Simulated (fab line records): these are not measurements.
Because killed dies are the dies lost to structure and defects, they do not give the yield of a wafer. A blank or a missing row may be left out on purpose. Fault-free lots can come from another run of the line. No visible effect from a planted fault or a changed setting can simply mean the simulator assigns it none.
fab line records ; flow nandHarc
record: lots: 12; wafers: 36; lastDay: 24
route steps=1159 shown A_CONTACT@909 END@1159
lots that met no fault: taken from a fault-free run of the same line
startH: hours from the record's first day to the start of the lot's first wafer shown ; waitH: hours since the lot's step before ; " the same as in the row above ; L1.1+2: one row covering several wafers at once ; - value missing, or start not given ; * or withheld: withheld ; < > ~ a bound
route shown NAME@n: a module of which the file shows steps, and the number in the route of the first ; usual: the fault-free wafers' mean and standard deviation ; same: alike in all rows ; chamber/n: place in a boat ; sites: per-site readings ; _std_site: the standard deviation of these ; _edge_site: inner sites' mean taken away from outer sites' mean ; radiusMm: for every site, how far away it sits from the centre of the wafer ; mask NAME#n: copy n ; behind: tool/chamber where the wafer was last shaped ; hold: reason for holding the lot/hours on hold/outcome of the hold ; device: the transistor (n, p or np) that didn't switch ; end of line: the route-end tests of the same wafers ; a step with no rows: only its recipe ; killed: dies that structure and defects cost at the first sort, which is not the same as the wafer's yield ; map: dies across one wafer; x = killed, . = not, _ = none there
set.NAME: the setting the step ran with; set.NAME@STEP: the setting that earlier step ran with ; model.NAME: the simulator's own value behind a step, which no gauge read
a sample of lots followed through the steps of the route, with each step as a table and each wafer as a row
services: the hour from which a tool's chamber was out of use, counted from the record's first day as startH (under 0 if before that day), plus the number of hours and why
== steps ==
step: NHARC_A_CONTACT_ETCH_129
recipe: sourceW: withheld; pressureMtorr: 20; biasV: 1200; timeS: 155; targetDepthA: 9560; arFlowSccm: withheld; c4f8FlowSccm: withheld; o2FlowSccm: withheld; chemistry: C4F8/O2/Ar
usual: chamberPressureMTorr: 20.001/0.019; oesAirLineAu: 1.002/0.02
lot.wafer;tool;chamber;startH;waitH;chamberPressureMTorr;oesAirLineAu;rfHoursCounterH
L807.1;harCapEtch-01;0;376.92;0.1;20.005;1.041;57
L807.4;harCapEtch-01;1;376.92;0.1;19.964;0.993;-
L807.6;harCapEtch-01;0;376.92;0.1;20.028;1.011;-
L809.3;harCapEtch-02;0;386.77;0.1;20.008;0.978;-
L809.5;harCapEtch-02;1;386.77;0.1;20.013;1.008;-
L809.6;harCapEtch-02;0;386.77;0.1;20.005;1.029;-
L811.4;harCapEtch-03;0;413.64;0.1;20.003;1.002;-
L811.5;harCapEtch-03;1;413.64;0.1;20.026;0.961;-
L811.6;harCapEtch-03;0;413.64;0.1;19.997;1.005;-
L812.1;harCapEtch-02;0;417.48;0.1;20.022;0.987;16
L812.6;harCapEtch-02;1;417.48;0.1;19.985;1.003;-
L812.5;harCapEtch-02;0;417.48;0.1;20.006;0.986;-
L815.1;harCapEtch-02;0;427.00;0.1;20.030;1.006;18
L815.4;harCapEtch-02;0;427.00;0.1;19.997;1.004;-
L815.5;harCapEtch-02;0;427.00;0.1;20.003;0.997;-
L814.1;harCapEtch-01;0;428.46;0.1;19.999;0.953;65
L814.5;harCapEtch-01;1;428.46;0.1;20.026;0.985;-
L814.6;harCapEtch-01;0;428.46;0.1;20.011;1.013;-
L816.1;harCapEtch-01;0;443.17;0.1;20.001;0.970;68
L816.3;harCapEtch-01;0;443.17;0.1;20.019;0.991;-
L816.5;harCapEtch-01;0;443.17;0.1;20.002;0.985;-
L818.2;harCapEtch-01;1;458.69;0.1;20.003;1.011;71
L818.3;harCapEtch-01;0;458.69;0.1;20.048;1.039;-
L818.5;harCapEtch-01;1;458.69;0.1;20.006;0.983;-
L827.2;harCapEtch-02;1;502.38;0.1;20.014;0.977;32
L827.1;harCapEtch-02;0;502.38;0.1;19.938;1.013;32
L827.5;harCapEtch-02;1;502.38;0.1;19.997;0.998;-
L829.1;harCapEtch-01;0;506.16;0.1;20.018;0.999;80
L829.4;harCapEtch-01;0;506.16;0.1;20.001;1.031;-
L829.6;harCapEtch-01;0;506.16;0.1;20.021;1.015;-
L828.3;harCapEtch-02;0;509.00;0.1;19.992;1.002;-
L828.6;harCapEtch-02;0;509.00;0.1;19.987;1.032;-
L828.5;harCapEtch-02;1;509.00;0.1;19.999;0.997;-
L830.3;harCapEtch-02;0;524.53;0.1;20.028;1.010;-
L830.4;harCapEtch-02;1;524.53;0.1;20.003;1.022;-
L830.5;harCapEtch-02;0;524.53;0.1;19.970;0.992;-
step: NHARC_A_CONTACT_ETCH_130
recipe: sourceW: withheld; pressureMtorr: 20; biasV: 1200; timeS: 155; targetDepthA: 9560; arFlowSccm: withheld; c4f8FlowSccm: withheld; o2FlowSccm: withheld; chemistry: C4F8/O2/Ar
usual: chamberPressureMTorr: 19.999/0.018; oesAirLineAu: 0.998/0.023
lot.wafer;tool;chamber;startH;waitH;chamberPressureMTorr;oesAirLineAu;rfHoursCounterH
L807.1;harCapEtch-01;0;377.07;0.1;19.976;1.002;57
L807.4;harCapEtch-01;1;377.07;0.1;19.986;0.973;-
L807.6;harCapEtch-01;0;377.07;0.1;20.024;1.011;-
L809.3;harCapEtch-02;0;386.91;0.1;19.982;0.965;-
L809.5;harCapEtch-02;1;386.91;0.1;19.987;1.021;-
L809.6;harCapEtch-02;0;386.91;0.1;19.982;0.957;-
L811.4;harCapEtch-03;0;413.78;0.1;19.973;0.973;-
L811.5;harCapEtch-03;1;413.78;0.1;20.001;1.000;-
L811.6;harCapEtch-03;0;413.78;0.1;19.954;0.976;-
L812.1;harCapEtch-02;0;417.63;0.1;20.001;0.991;16
L812.6;harCapEtch-02;1;417.63;0.1;19.951;0.973;-
L812.5;harCapEtch-02;0;417.63;0.1;20.026;0.986;-
L815.1;harCapEtch-02;0;427.14;0.1;20.032;1.010;18
L815.4;harCapEtch-02;0;427.14;0.1;20.011;1.019;-
L815.5;harCapEtch-02;0;427.14;0.1;20.021;1.008;-
L814.1;harCapEtch-01;0;428.60;0.1;20.006;1.017;65
L814.5;harCapEtch-01;1;428.60;0.1;19.987;1.007;-
L814.6;harCapEtch-01;0;428.60;0.1;19.990;1.025;-
L816.1;harCapEtch-01;0;443.31;0.1;19.991;0.991;68
L816.3;harCapEtch-01;0;443.31;0.1;19.995;0.942;-
L816.5;harCapEtch-01;0;443.31;0.1;20.005;0.969;-
L818.2;harCapEtch-01;1;458.83;0.1;20.009;1.014;71
L818.3;harCapEtch-01;0;458.83;0.1;20.004;0.992;-
L818.5;harCapEtch-01;1;458.83;0.1;19.990;0.988;-
L827.2;harCapEtch-02;1;502.52;0.1;20.013;0.976;32
L827.1;harCapEtch-02;0;502.52;0.1;20.003;1.012;32
L827.5;harCapEtch-02;1;502.52;0.1;19.998;0.967;-
L829.1;harCapEtch-01;0;506.30;0.1;20.002;1.018;80
L829.4;harCapEtch-01;0;506.30;0.1;20.006;1.015;-
L829.6;harCapEtch-01;0;506.30;0.1;19.988;1.040;-
L828.3;harCapEtch-02;0;509.14;0.1;20.004;1.017;-
L828.6;harCapEtch-02;0;509.14;0.1;19.976;0.993;-
L828.5;harCapEtch-02;1;509.14;0.1;20.002;0.996;-
L830.3;harCapEtch-02;0;524.68;0.1;19.978;1.006;-
L830.4;harCapEtch-02;1;524.68;0.1;20.000;1.000;-
L830.5;harCapEtch-02;0;524.68;0.1;20.003;0.948;-
step: NHARC_A_CONTACT_ETCH_132
recipe: sourceW: withheld; pressureMtorr: 20; biasV: 1200; timeS: 156; targetDepthA: 9580; arFlowSccm: withheld; c4f8FlowSccm: withheld; o2FlowSccm: withheld; chemistry: C4F8/O2/Ar
usual: chamberPressureMTorr: 19.999/0.017; oesAirLineAu: 1.000/0.02
lot.wafer;tool;chamber;startH;waitH;chamberPressureMTorr;oesAirLineAu;rfHoursCounterH
L807.1;harCapEtch-01;0;377.35;0.1;19.975;0.965;58
L807.4;harCapEtch-01;1;377.35;0.1;19.969;0.992;-
L807.6;harCapEtch-01;0;377.35;0.1;20.022;0.968;-
L809.3;harCapEtch-02;0;387.20;0.1;20.010;1.011;-
L809.5;harCapEtch-02;1;387.20;0.1;20.004;1.015;-
L809.6;harCapEtch-02;0;387.20;0.1;20.016;0.985;-
L811.4;harCapEtch-03;0;414.07;0.1;20.000;0.984;-
L811.5;harCapEtch-03;1;414.07;0.1;20.006;0.985;-
L811.6;harCapEtch-03;0;414.07;0.1;19.971;1.035;-
L812.1;harCapEtch-02;0;417.91;0.1;20.006;0.988;16
L812.6;harCapEtch-02;1;417.91;0.1;20.036;1.023;-
L812.5;harCapEtch-02;0;417.91;0.1;20.018;1.007;-
L815.1;harCapEtch-02;0;427.43;0.1;-;-;-
L815.4;harCapEtch-02;0;427.43;0.1;-;-;-
L815.5;harCapEtch-02;0;427.43;0.1;-;-;-
L814.1;harCapEtch-01;0;428.88;0.1;-;-;-
L814.5;harCapEtch-01;1;428.88;0.1;-;-;-
L814.6;harCapEtch-01;0;428.88;0.1;-;-;-
L816.1;harCapEtch-01;0;443.59;0.1;-;-;-
L816.3;harCapEtch-01;0;443.59;0.1;-;-;-
L816.5;harCapEtch-01;0;443.59;0.1;-;-;-
L818.2;harCapEtch-01;1;459.12;0.1;20.008;1.001;72
L818.3;harCapEtch-01;0;459.12;0.1;20.021;0.969;-
L818.5;harCapEtch-01;1;459.12;0.1;19.996;0.989;-
L827.2;harCapEtch-02;1;502.80;0.1;20.016;1.007;32
L827.1;harCapEtch-02;0;502.80;0.1;19.988;0.992;32
L827.5;harCapEtch-02;1;502.80;0.1;20.012;1.026;-
L829.1;harCapEtch-01;0;506.58;0.1;20.010;0.994;80
L829.4;harCapEtch-01;0;506.58;0.1;19.989;1.008;-
L829.6;harCapEtch-01;0;506.58;0.1;20.006;0.997;-
L828.3;harCapEtch-02;0;509.43;0.1;19.995;1.002;-
L828.6;harCapEtch-02;0;509.43;0.1;20.016;1.038;-
L828.5;harCapEtch-02;1;509.43;0.1;19.971;0.990;-
L830.3;harCapEtch-02;0;524.96;0.1;20.019;0.998;-
L830.4;harCapEtch-02;1;524.96;0.1;19.998;1.041;-
L830.5;harCapEtch-02;0;524.96;0.1;20.005;1.019;-
step: NHARC_A_CONTACT_ETCH_106
recipe: targetDepthA: 600; overetchA: 60; timeS: 33; ionEnergyEv: 100; cf4FlowSccm: 80; o2FlowSccm: 20; arFlowSccm: 0; rfW: 300; biasW: 100; chemistry: CF4/O2
usual: biasW: 99.97/0.29; cf4FlowSccm: 79.98/0.26; drypumpMotorCurrentA: 5.5/0.32; oesProductAu: 1.004/0.01; rfVppV: 197.6/1.5; showerheadPlenumPTorr: 1.33/0.059; throttleValvePct: 13.395/0.0093
lot.wafer;tool;chamber;startH;waitH;biasW;cf4FlowSccm;drypumpMotorCurrentA;oesProductAu;rfHoursCounterH;rfVppV;showerheadPlenumPTorr;throttleValvePct
L807.1;rieDiel-09;2;378.58;0.1;99.70;79.95;5.6;0.988;41;198.6;1.27;13.400
L807.4;rieDiel-09;3;378.58;0.1;100.49;79.94;6.0;0.981;47;198.9;1.37;13.383
L807.6;rieDiel-09;1;378.58;0.1;100.15;79.73;5.6;1.010;-;198.2;1.33;13.397
L809.3;rieDiel-11;0;388.36;0.1;100.01;80.25;5.6;1.006;4;195.6;1.23;13.381
L809.6;rieDiel-11;1;388.36;0.1;100.07;80.22;5.1;1.013;-;199.5;1.38;13.395
L809.5;rieDiel-11;2;388.36;0.1;100.15;79.76;5.8;1.001;-;199.0;1.40;13.392
L811.4;rieDiel-11;0;415.24;0.1;99.99;80.18;5.6;1.006;7;195.9;1.23;13.397
L811.5;rieDiel-11;0;415.24;0.1;99.71;80.31;5.6;1.009;-;195.7;1.23;13.408
L811.6;rieDiel-11;1;415.24;0.1;100.05;80.45;5.0;1.013;-;199.4;1.38;13.417
L812.1;rieDiel-09;2;419.12;0.1;99.25;80.22;5.6;0.988;54;196.2;1.27;13.420
L812.5;rieDiel-09;3;419.12;0.1;100.07;80.05;6.0;0.982;-;197.4;1.36;13.398
L812.6;rieDiel-09;0;419.12;0.1;99.97;79.80;4.9;1.003;-;196.4;1.30;13.402
L815.4;rieDiel-11;3;428.63;0.1;99.78;80.02;5.6;0.998;8;197.1;1.30;13.404
L815.1;rieDiel-11;0;428.63;0.1;99.12;79.99;5.6;1.018;9;194.7;1.23;13.390
L815.5;rieDiel-11;3;428.63;0.1;99.83;79.91;5.6;1.004;-;196.0;1.30;13.398
L814.1;rieDiel-09;2;430.09;0.1;100.38;80.11;5.6;0.993;58;197.1;1.27;13.386
L814.5;rieDiel-09;3;430.09;0.1;99.63;79.99;6.0;0.987;-;197.4;1.36;13.394
L814.6;rieDiel-09;0;430.09;0.1;99.67;80.47;5.0;0.995;-;196.9;1.29;13.394
L816.1;rieDiel-11;0;444.83;0.1;99.75;79.71;5.6;1.008;14;195.2;1.23;13.379
L816.3;rieDiel-11;1;444.83;0.1;99.87;80.07;5.0;1.010;13;199.3;1.38;13.395
L816.5;rieDiel-11;0;444.83;0.1;100.02;79.98;5.6;1.004;-;194.5;1.23;13.404
L818.2;rieDiel-11;0;460.37;0.1;99.98;79.92;5.6;1.016;17;195.9;1.23;13.406
L818.3;rieDiel-11;2;460.37;0.1;99.89;80.21;5.8;1.020;14;198.1;1.40;13.403
L818.5;rieDiel-11;3;460.37;0.1;100.21;80.25;5.7;1.008;-;198.0;1.30;13.389
L827.2;rieDiel-11;0;504.13;0.1;100.08;80.26;5.6;1.008;25;194.8;1.23;13.391
L827.1;rieDiel-11;1;504.13;0.1;99.62;80.10;5.0;1.020;25;199.2;1.37;13.398
L827.5;rieDiel-11;0;504.13;0.1;100.20;80.13;5.6;1.006;-;196.4;1.23;13.392
L829.1;rieDiel-01;2;507.99;0.1;99.93;80.38;5.7;0.985;3;197.5;1.35;13.389
L829.4;rieDiel-01;0;507.99;0.1;99.93;80.20;5.5;1.004;3;197.7;1.32;13.396
L829.6;rieDiel-01;2;507.99;0.1;99.62;80.40;5.7;0.988;-;196.5;1.35;13.403
L828.3;rieDiel-01;0;510.69;0.1;100.39;80.40;5.5;1.015;3;198.1;1.32;13.397
L828.6;rieDiel-01;1;510.69;0.1;100.50;79.77;5.6;1.007;-;198.5;1.41;13.387
L828.5;rieDiel-01;2;510.69;0.1;100.16;79.91;5.7;0.986;-;197.8;1.35;13.380
L830.3;rieDiel-09;0;526.17;0.1;99.84;79.85;4.9;1.005;29;195.6;1.29;13.393
L830.4;rieDiel-09;2;526.17;0.1;99.88;80.51;5.6;0.995;29;195.8;1.26;13.409
L830.5;rieDiel-09;0;526.17;0.1;99.56;80.04;4.9;1.009;-;197.0;1.29;13.398
step: NHARC_END_SORT_01
recipe: tempC: 25
usual: killedAtArray: 29/13; killedAtOther: 0.7/1; killedAtPeriphery: 3.2/2.3; killedDies: 33/13; killedOpen: 3.3/1.7; killedShort: 2.0/1.5
same: grossDies: 677
lot.wafer;tool;chamber;startH;waitH;killedAtArray;killedAtOther;killedAtPeriphery;killedDies;killedOpen;killedShort
L815.1;prober-01;0;487.17;2.5;673;0;4;677;8;2
L815.4;prober-01;0;489.55;3.4;669;3;5;677;4;1
L815.5;prober-01;0;490.34;3.7;665;3;9;677;7;2
L814.1;prober-02;0;494.90;2.5;674;1;2;677;3;1
L814.5;prober-02;0;498.08;3.7;672;0;5;677;4;1
L814.6;prober-02;0;498.87;4.0;671;0;6;677;3;3
L816.1;prober-02;0;505.63;2.5;676;0;1;677;3;0
L816.3;prober-02;0;507.21;3.1;676;0;1;677;5;2
L816.5;prober-02;0;508.79;3.7;676;0;1;677;5;2
killed by level:class
L815.1 A_CONTACT:areaEtch=637 A_CHANNEL_HOLE_D1:chamberFilmFlake=13 A_SLIT:chamberFilmFlake=8 A_CHANNEL_FILL_D1:geometricParticle:open=3 A_STAIRCASE:chamberFilmFlake=3 P_ZERO_WELL:chamberFilmFlake=2 A_CONTACT:chamberFilmFlake=2 P_CONTACT:geometricParticle:short=1
L815.4 A_CONTACT:areaEtch=630 A_CHANNEL_HOLE_D1:chamberFilmFlake=11 A_SLIT:chamberFilmFlake=11 A_STAIRCASE:chamberFilmFlake=8 P_ZERO_WELL:chamberFilmFlake=5 HYBRID_BOND:chamberFilmFlake=3 A_CONTACT:chamberFilmFlake=3 A_CONTACT:geometricParticle:open=2
L815.5 A_CONTACT:areaEtch=620 A_CHANNEL_HOLE_D1:chamberFilmFlake=14 A_SLIT:chamberFilmFlake=11 A_STAIRCASE:chamberFilmFlake=6 A_CONTACT:chamberFilmFlake=5 A_ZERO_WELL:chamberFilmFlake=4 HYBRID_BOND:chamberFilmFlake=3 P_CONTACT:geometricParticle:open=2
L814.1 A_CONTACT:areaEtch=657 A_CONTACT:chamberFilmFlake=6 A_CHANNEL_HOLE_D1:chamberFilmFlake=4 A_ONON_D1:geometricParticle:open=2 A_STAIRCASE:chamberFilmFlake=2 A_CHANNEL_FILL_D1:geometricParticle:short=1 A_CONTACT:geometricParticle:open=1 P_STI:chamberFilmFlake=1
L814.5 A_CONTACT:areaEtch=659 A_STAIRCASE:chamberFilmFlake=6 A_CHANNEL_HOLE_D1:chamberFilmFlake=3 P_GATE:geometricParticle:open=1 P_CONTACT:geometricParticle:open=1 P_M0:geometricParticle:open=1 A_ONON_D1:geometricParticle:short=1 A_CHANNEL_FILL_D1:geometricParticle:open=1
L814.6 A_CONTACT:areaEtch=659 A_CONTACT:chamberFilmFlake=4 P_GATE:chamberFilmFlake=3 A_CHANNEL_HOLE_D1:chamberFilmFlake=3 A_CONTACT:geometricParticle:open=2 A_STAIRCASE:chamberFilmFlake=2 P_CONTACT:geometricParticle:short=1 P_CONTACT:geometricParticle:open=1
L816.1 A_CONTACT:areaEtch=629 A_SLIT:chamberFilmFlake=19 A_CHANNEL_HOLE_D1:chamberFilmFlake=11 A_CONTACT:chamberFilmFlake=8 A_STAIRCASE:chamberFilmFlake=5 A_M0:geometricParticle:open=2 A_M1:geometricParticle:open=1 P_STI:chamberFilmFlake=1
L816.3 A_CONTACT:areaEtch=631 A_CHANNEL_HOLE_D1:chamberFilmFlake=16 A_SLIT:chamberFilmFlake=9 A_CONTACT:chamberFilmFlake=7 A_STAIRCASE:chamberFilmFlake=5 P_M1:geometricParticle:open=1 A_CHANNEL_FILL_D1:geometricParticle:open=1 A_WL_FILL:geometricParticle:short=1
L816.5 A_CONTACT:areaEtch=635 A_SLIT:chamberFilmFlake=17 A_CHANNEL_HOLE_D1:chamberFilmFlake=14 A_STAIRCASE:chamberFilmFlake=2 P_CONTACT:geometricParticle:open=1 A_SOURCE_PLATE:geometricParticle:short=1 A_ONON_D1:geometricParticle:open=1 A_CHANNEL_FILL_D1:geometricParticle:short=1
== services ==
tool;chamber;startH;hours;kind
rieDiel-11;-;367.16;9.0;pm
rieDiel-11;0;367.16;9.0;ventCycle
rieDiel-11;1;367.16;9.0;ventCycle
rieDiel-11;2;367.16;9.0;ventCycle
rieDiel-11;3;367.16;9.0;ventCycle
rieDiel-11;0;376.16;-;clean
rieDiel-11;1;376.16;-;clean
rieDiel-11;2;376.16;-;clean
rieDiel-11;3;376.16;-;clean
rieDiel-11;0;400.69;-;clean
rieDiel-11;1;400.69;-;clean
rieDiel-11;2;400.69;-;clean
rieDiel-11;3;400.69;-;clean
rieDiel-01;1;402.50;4.2;repair
rieDiel-11;0;425.19;-;clean
rieDiel-11;1;425.19;-;clean
rieDiel-01;0;427.90;15.1;repair
rieDiel-09;-;432.00;9.0;pm
rieDiel-01;3;436.30;5.6;repair
rieDiel-09;0;468.52;4.2;repair
rieDiel-01;2;468.70;7.5;repair
rieDiel-01;-;491.80;9.0;pm
rieDiel-11;0;495.03;1.5;repair
rieDiel-09;0;513.05;5.8;repair
== key ==
firstSign: step: NHARC_A_CONTACT_ETCH_132; reading: toolRecord; direction: missing
effect: step: NHARC_END_SORT_01; reading: killedAtArray; direction: up; sigmas: 50; usual: 29; struck: 672
moreKillsBornAt: NHARC_A_CONTACT_ETCH_132@harCapEtch-01: 3870; NHARC_A_CONTACT_ETCH_132@harCapEtch-02: 1887
metAt NHARC_A_CONTACT_ETCH_132
struckLots L814,L815,L816
laterRowsLeftOut L814.1,L814.5,L814.6,L815.1,L815.4,L815.5,L816.1,L816.3,L816.5
testerLeftOut L814,L815,L816
notActingAt NHARC_A_CONTACT_ETCH_129,NHARC_A_CONTACT_ETCH_130,NHARC_A_CONTACT_ETCH_106
onsetBetween 417.91 427.43
fault: kind: skippedStepWhole; tool: harCapEtch-01,harCapEtch-02; chamber: -; onsetH: 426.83; steps: NHARC_A_CONTACT_ETCH_132; scope: struckLotsOnly
testerLeftOut: of these lots the tester's yield and bins aren't shown, on N5 and GAA mostly nor the transistor test; their killed dies are dies lost to structure and defects alone, not to doping, threshold or leakage, so they don't give the yield
laterRowsLeftOut: the simulator's readings of these wafers behind a module that went badly wrong aren't trusted and aren't shown, but for the sort
